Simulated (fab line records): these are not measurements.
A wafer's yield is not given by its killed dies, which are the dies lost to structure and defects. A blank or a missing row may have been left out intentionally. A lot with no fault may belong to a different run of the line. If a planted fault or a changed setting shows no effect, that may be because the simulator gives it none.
Matching of chambers + flow n5 finfet + N5_BEOL_M12_ETCH_59 on rie diel-04: 4 sister chambers
The step etches BARC in N2/H2, target depth 89 nm, overetch 26.7 nm, time 67.9 s. 18 wafers are shown with their chamber, then 9 later ones without.

== EACH WAFER AND ITS CHAMBER ==
| wafer  | chamber | drypump motor current A (A) | showerhead plenum p Torr (Torr) | throttle valve pct (%) |
|--------|---------|-----------------------------|---------------------------------|------------------------|
| L075.1 | 3       | 5.7                         | 2.60                            | 17.67                  |
| L075.2 | 2       | 5.5                         | 2.42                            | 17.94                  |
| L075.6 | 1       | 6.1                         | 2.58                            | 17.74                  |
| L076.3 | 2       | 5.5                         | 2.42                            | 17.94                  |
| L076.4 | 3       | 5.7                         | 2.60                            | 17.66                  |
| L076.5 | 2       | 5.5                         | 2.42                            | 17.95                  |
| L079.3 | 3       | 5.7                         | 2.60                            | 17.68                  |
| L079.4 | 0       | 6.4                         | 2.58                            | 18.08                  |
| L079.6 | 3       | 5.7                         | 2.60                            | 17.66                  |
| L081.1 | 1       | 6.1                         | 2.57                            | 17.76                  |
| L081.2 | 2       | 5.5                         | 2.42                            | 17.97                  |
| L081.3 | 3       | 5.7                         | 2.59                            | 17.67                  |
| L081.4 | 0       | 6.4                         | 2.58                            | 18.10                  |
| L081.5 | 0       | 6.3                         | 2.58                            | 18.06                  |
| L081.6 | 1       | 6.1                         | 2.57                            | 17.76                  |
| L087.2 | 3       | 5.7                         | 2.59                            | 17.69                  |
| L087.5 | 1       | 6.1                         | 2.57                            | 17.77                  |
| L087.6 | 2       | 5.5                         | 2.41                            | 17.97                  |

SIGNATURES (means of the wafers above)
| reading                  | chamber 0 | chamber 1 | chamber 2 | chamber 3 | scatter within a chamber |
|--------------------------|-----------|-----------|-----------|-----------|--------------------------|
| drypump motor current A  | 6.367     | 6.100     | 5.500     | 5.700     | 0.0218                   |
| showerhead plenum p Torr | 2.5800    | 2.5725    | 2.4180    | 2.5967    | 0.00454                  |
| throttle valve pct       | 18.0800   | 17.7575   | 17.9540   | 17.6717   | 0.0143                   |
Rule: distance of a wafer from a chamber = root of the sum over the readings of ((wafer's reading minus chamber's mean) / reading's scatter) squared. If the next closest chamber is less than 2 further off than the closest, the wafer can't be placed; otherwise it belongs to the closest. How the scatter is found: for the shown wafers, subtract from each reading the mean of its chamber, square and add these, divide the total by (wafers less chambers), then take the root.

== WAFERS MISSING THEIR CHAMBER ==
| wafer  | drypump motor current A (A) | showerhead plenum p Torr (Torr) | throttle valve pct (%) |
|--------|-----------------------------|---------------------------------|------------------------|
| L089.1 | 5.5                         | 2.41                            | 17.99                  |
| L089.2 | 6.4                         | 2.57                            | 18.11                  |
| L089.3 | 5.6                         | 2.59                            | 17.71                  |
| L089.4 | 6.1                         | 2.56                            | 17.77                  |
| L089.5 | 6.4                         | 2.57                            | 18.11                  |
| L089.6 | 6.1                         | 2.56                            | 17.79                  |
| L091.1 | 5.7                         | 2.58                            | 17.71                  |
| L091.3 | 6.4                         | 2.57                            | 18.12                  |
| L091.6 | 5.7                         | 2.58                            | 17.70                  |

== EACH ONE'S CHAMBER ==
| wafer  | from the rows above | in truth |
|--------|---------------------|----------|
| L089.1 | 2                   | 2        |
| L089.2 | 0                   | 0        |
| L089.3 | 3                   | 3        |
| L089.4 | 1                   | 1        |
| L089.5 | 0                   | 0        |
| L089.6 | 1                   | 1        |
| L091.1 | 3                   | 3        |
| L091.3 | 0                   | 0        |
| L091.6 | 3                   | 3        |
Correct placement for 9 of the 9. Can't be placed from these rows: 0. Wrongly placed: 0.
